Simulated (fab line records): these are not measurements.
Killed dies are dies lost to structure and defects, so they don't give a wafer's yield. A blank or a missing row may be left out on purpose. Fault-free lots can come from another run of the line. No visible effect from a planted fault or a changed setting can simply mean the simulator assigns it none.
Chamber matching :: flow n5-finfet :: rie-diel-06 running N5_BEOL_M0_SAQP_STRIP_108: 4 sister chambers
The step strips in N2/H2. 14 wafers are shown with their chamber, then 7 later ones without.

WAFERS WITH THEIR CHAMBER
wafer: L075.1
chamber: 2
showerhead-plenum-p-Torr (Torr): 3.54
drypump-motor-current-A (A): 5.97
throttle-valve-pct (%): 19.3

wafer: L075.4
chamber: 0
showerhead-plenum-p-Torr (Torr): 3.42
drypump-motor-current-A (A): 5.47
throttle-valve-pct (%): 18.5

wafer: L075.5
chamber: 1
showerhead-plenum-p-Torr (Torr): 3.43
drypump-motor-current-A (A): 5.98
throttle-valve-pct (%): 19.0

wafer: L076.1
chamber: 1
showerhead-plenum-p-Torr (Torr): 3.43
drypump-motor-current-A (A): 6.01
throttle-valve-pct (%): 19.0

wafer: L076.5
chamber: 3
showerhead-plenum-p-Torr (Torr): 3.20
drypump-motor-current-A (A): 5.06
throttle-valve-pct (%): 19.1

wafer: L076.6
chamber: 0
showerhead-plenum-p-Torr (Torr): 3.42
drypump-motor-current-A (A): 5.46
throttle-valve-pct (%): 18.5

wafer: L077.2
chamber: 0
showerhead-plenum-p-Torr (Torr): 3.42
drypump-motor-current-A (A): 5.48
throttle-valve-pct (%): 18.5

wafer: L077.3
chamber: 1
showerhead-plenum-p-Torr (Torr): 3.43
drypump-motor-current-A (A): 5.97
throttle-valve-pct (%): 19.0

wafer: L077.6
chamber: 2
showerhead-plenum-p-Torr (Torr): 3.54
drypump-motor-current-A (A): 5.98
throttle-valve-pct (%): 19.3

wafer: L081.1
chamber: 3
showerhead-plenum-p-Torr (Torr): 3.20
drypump-motor-current-A (A): 5.08
throttle-valve-pct (%): 19.2

wafer: L081.3
chamber: 1
showerhead-plenum-p-Torr (Torr): 3.43
drypump-motor-current-A (A): 5.97
throttle-valve-pct (%): 19.0

wafer: L081.6
chamber: 2
showerhead-plenum-p-Torr (Torr): 3.53
drypump-motor-current-A (A): 6.00
throttle-valve-pct (%): 19.3

wafer: L085.1
chamber: 0
showerhead-plenum-p-Torr (Torr): 3.41
drypump-motor-current-A (A): 5.50
throttle-valve-pct (%): 18.5

wafer: L085.2
chamber: 1
showerhead-plenum-p-Torr (Torr): 3.42
drypump-motor-current-A (A): 6.00
throttle-valve-pct (%): 19.0

SIGNATURES (averages over the wafers above)
reading: showerhead-plenum-p-Torr
chamber 0: 3.4175
chamber 1: 3.4280
chamber 2: 3.5367
chamber 3: 3.2000
scatter within a chamber: 0.00471

reading: drypump-motor-current-A
chamber 0: 5.4775
chamber 1: 5.9860
chamber 2: 5.9833
chamber 3: 5.0700
scatter within a chamber: 0.0169

reading: throttle-valve-pct
chamber 0: 18.500
chamber 1: 19.000
chamber 2: 19.300
chamber 3: 19.150
scatter within a chamber: 0.0224
Rule: distance of a wafer from a chamber = root of the sum over the readings of ((wafer's reading minus chamber's mean) / reading's scatter) squared. The wafer belongs to the nearest chamber; if the next one is less than 2 further off, it can't be placed. How the scatter is found: for the shown wafers, subtract from each reading the mean of its chamber, square and add these, divide the total by (wafers less chambers), then take the root.

WAFERS MISSING THEIR CHAMBER
wafer: L085.6
showerhead-plenum-p-Torr (Torr): 3.19
drypump-motor-current-A (A): 5.08
throttle-valve-pct (%): 19.2

wafer: L094.1
showerhead-plenum-p-Torr (Torr): 3.19
drypump-motor-current-A (A): 5.08
throttle-valve-pct (%): 19.2

wafer: L094.2
showerhead-plenum-p-Torr (Torr): 3.42
drypump-motor-current-A (A): 5.98
throttle-valve-pct (%): 19.0

wafer: L094.4
showerhead-plenum-p-Torr (Torr): 3.40
drypump-motor-current-A (A): 5.49
throttle-valve-pct (%): 18.6

wafer: L096.1
showerhead-plenum-p-Torr (Torr): 3.40
drypump-motor-current-A (A): 5.48
throttle-valve-pct (%): 18.6

wafer: L096.2
showerhead-plenum-p-Torr (Torr): 3.41
drypump-motor-current-A (A): 5.98
throttle-valve-pct (%): 19.0

wafer: L096.3
showerhead-plenum-p-Torr (Torr): 3.52
drypump-motor-current-A (A): 5.99
throttle-valve-pct (%): 19.3

WHICH CHAMBER EACH ONE RAN IN
wafer: L085.6
from the rows above: 3
in truth: 3

wafer: L094.1
from the rows above: 3
in truth: 3

wafer: L094.2
from the rows above: 1
in truth: 1

wafer: L094.4
from the rows above: 0
in truth: 0

wafer: L096.1
from the rows above: 0
in truth: 0

wafer: L096.2
from the rows above: 1
in truth: 1

wafer: L096.3
from the rows above: 2
in truth: 2
Correct placement for 7 of the 7. Can't be placed from these rows: 0. Number placed wrongly: 0.
